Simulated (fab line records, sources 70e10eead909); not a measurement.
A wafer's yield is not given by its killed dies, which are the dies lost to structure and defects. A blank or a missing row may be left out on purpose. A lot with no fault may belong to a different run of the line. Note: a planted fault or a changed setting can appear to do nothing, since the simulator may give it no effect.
Comparing a struck lot with a sound one -- flow nand harc -- 41 out of 1159 route steps
Sound: these wafers, L836.1, L836.4, L836.6. Struck: wafer L841.5 (L841.1, L841.6, from the same lot, were not struck and are left out); the cause is given at the end.
Each step with rows lists, per side, the tool, then ch with its chambers, then its first start. Under that, the readings that differ: sound wafers -- struck wafers -- difference of the means -- sigmas: that difference in standard deviations of wafers without a fault.
alike: readings with means less than 2 such deviations apart, plus words and numbers identical on both sides. not compared: withheld readings, readings lacking a value on some wafer, bounds such as >300 that could conceal the same value, and numbers that have no deviation in the record and whose values overlap.
The two part at a step that has a row with sigmas, a row that says differs or no value, or rows on one side only. Non-overlapping numbers with no deviation appear without sigmas and do not part them. A reading that every wafer of one side lacks parts them only if that side has two wafers or more.

NHARC_P_GATE_DESCUM_61: chemistry O2, time 3 s.
  sound on rie diel-10 ch 0,3, day 5 21:04; struck on rie diel-04 ch 2, day 7 11:02
reading,sound,struck,difference,sigmas
drypump motor current A (A),5.3 5.2 5.2,6.6,+1.4,+3
oes product au (a.u.),1.011 1.004 1.007,0.992,-0.015,-2
  alike: rf vpp V, showerhead plenum p Torr, throttle valve pct
  not compared: rf hours counter h
next, for these wafers, 1 step has no rows: NHARC_P_GATE_IMPLANT_62.
NHARC_P_GATE_STRIP_112: strips in N2/H2, time 200 s.
  sound on plasma asher-01 ch 0,1, day 5 21:28; struck on plasma asher-01 ch 1, day 7 11:26
  alike: drypump motor current A, heater power w
  not compared: rf hours counter h
then, 9 steps without rows for these wafers: NHARC_P_GATE_STRIP_76 (strips in O2); NHARC_P_GATE_STRIP_63 (strips in SPM, time 900 s); NHARC_P_GATE_DEHYDRATE_83 (time 120 s); NHARC_P_GATE_HMDS_84 (time 30 s); NHARC_P_GATE_COAT_85; NHARC_P_GATE_SOFTBAKE_86 (time 95 s); NHARC_P_GATE_EBR_87; NHARC_P_GATE_EXPOSE_88 (exposes mask P HVN, target cd 2000 nm); NHARC_P_GATE_PEB_89 (peb time 85 s).
NHARC_P_GATE_DEVELOP_90: time 70 s.
  sound on litho track-03 ch 0, day 5 22:00; struck on litho track-03 ch 0, day 7 12:00
  alike: exhaust pa
then, 1 step without rows for these wafers: NHARC_P_GATE_HARDBAKE_92 (time 80 s).
NHARC_P_GATE_DESCUM_93: chemistry O2, time 3 s.
  sound on rie diel-01 ch 0,1,3, day 5 22:48; struck on rie diel-01 ch 1, day 7 12:45
reading,sound,struck,difference,sigmas
model.P_GATE.cd nm (nm),2001 2001 2001,716.2,-1284.8,
  alike: drypump motor current A, oes product au, rf vpp V, showerhead plenum p Torr, throttle valve pct
  not compared: rf hours counter h
then, 4 steps without rows for these wafers: NHARC_P_GATE_IMPLANT_94; NHARC_P_GATE_STRIP_113 (strips in N2/H2, time 740 s); NHARC_P_GATE_STRIP_95 (strips in O2); NHARC_P_GATE_STRIP_96 (strips in SPM, time 900 s).
NHARC_P_GATE_RTA_64: time 1 s.
  sound on rtp anneal-01 ch 0, day 6 00:28; struck on rtp anneal-02 ch 0, day 7 14:27
reading,sound,struck,difference,sigmas
lamp power pct (%),39 39 39,30,-9,-2
  alike: wafer_temp_C_max
then, 5 steps without rows for these wafers: NHARC_P_GATE_ETCH_77 (etches SiO2 in dHF, target depth 6 nm); NHARC_P_GATE_DEGAS_109 (time 60 s); NHARC_P_GATE_PRE_CLEAN_110 (time 30 s); NHARC_P_GATE_SPUTTER_78 (material Ni, target thk 10 nm); NHARC_P_GATE_SPUTTER_79 (material TiN, target thk 10 nm).
NHARC_P_GATE_RTA_80: time 30 s.
  sound on rtp anneal-01 ch 0, day 6 01:04; struck on rtp anneal-02 ch 0, day 7 15:05
reading,sound,struck,difference,sigmas
wafer_temp_C_max,301.6 301.6 302.3,300.6,-1.2,-3
then, 2 steps without rows for these wafers: NHARC_P_GATE_STRIP_67 (strips in SPM, time 600 s); NHARC_P_GATE_RTA_82 (time 30 s).
NHARC_P_GATE_INSPECT_68:
  struck on defect inspect-01, day 7 16:01; sound on defect inspect-02, day 6 01:43
  alike: raw defect count
then, 2 steps without rows for these wafers: NHARC_P_CONTACT_DEP_30 (deposits SiNx, target thk 30 nm); NHARC_P_CONTACT_DEP_00 (deposits SiO2, target thk 500 nm).
NHARC_P_CONTACT_CMP_01: polishes SiO2, target thk 200 nm.
  the record has rows for the sound wafers here (cmp-02 ch 0,2,3, day 6 02:31) and none for the struck ones
then, 8 steps without rows for these wafers: NHARC_P_CONTACT_SRD_03; NHARC_P_CONTACT_DEHYDRATE_04 (time 120 s); NHARC_P_CONTACT_HMDS_05 (time 30 s); NHARC_P_CONTACT_COAT_33 (time 75 s); NHARC_P_CONTACT_COAT_34 (time 65 s); NHARC_P_CONTACT_COAT_06 (resist thk 90 nm); NHARC_P_CONTACT_SOFTBAKE_07 (time 55 s); NHARC_P_CONTACT_EBR_08.
-- jump in the record: it breaks off in module P_CONTACT and resumes in module END (first step shown: number 1159 of the route), and 15 days separate the struck wafers' starts before and after --
NHARC_END_SORT_01:
  sound on prober-01 ch 0, day 20 00:35; struck on prober-02 ch 0, day 22 09:38
reading,sound,struck,difference,sigmas
killed at periphery,4 2 2,640,+637,+99 or more
killed dies,33 33 33,677,+644,+69
  alike: killed at array, killed at other, killed open, killed short

WHERE THEY PART
Earliest at NHARC_P_GATE_DESCUM_61; latest, in this record, at NHARC_END_SORT_01.

WHY: what had been put in by the simulator
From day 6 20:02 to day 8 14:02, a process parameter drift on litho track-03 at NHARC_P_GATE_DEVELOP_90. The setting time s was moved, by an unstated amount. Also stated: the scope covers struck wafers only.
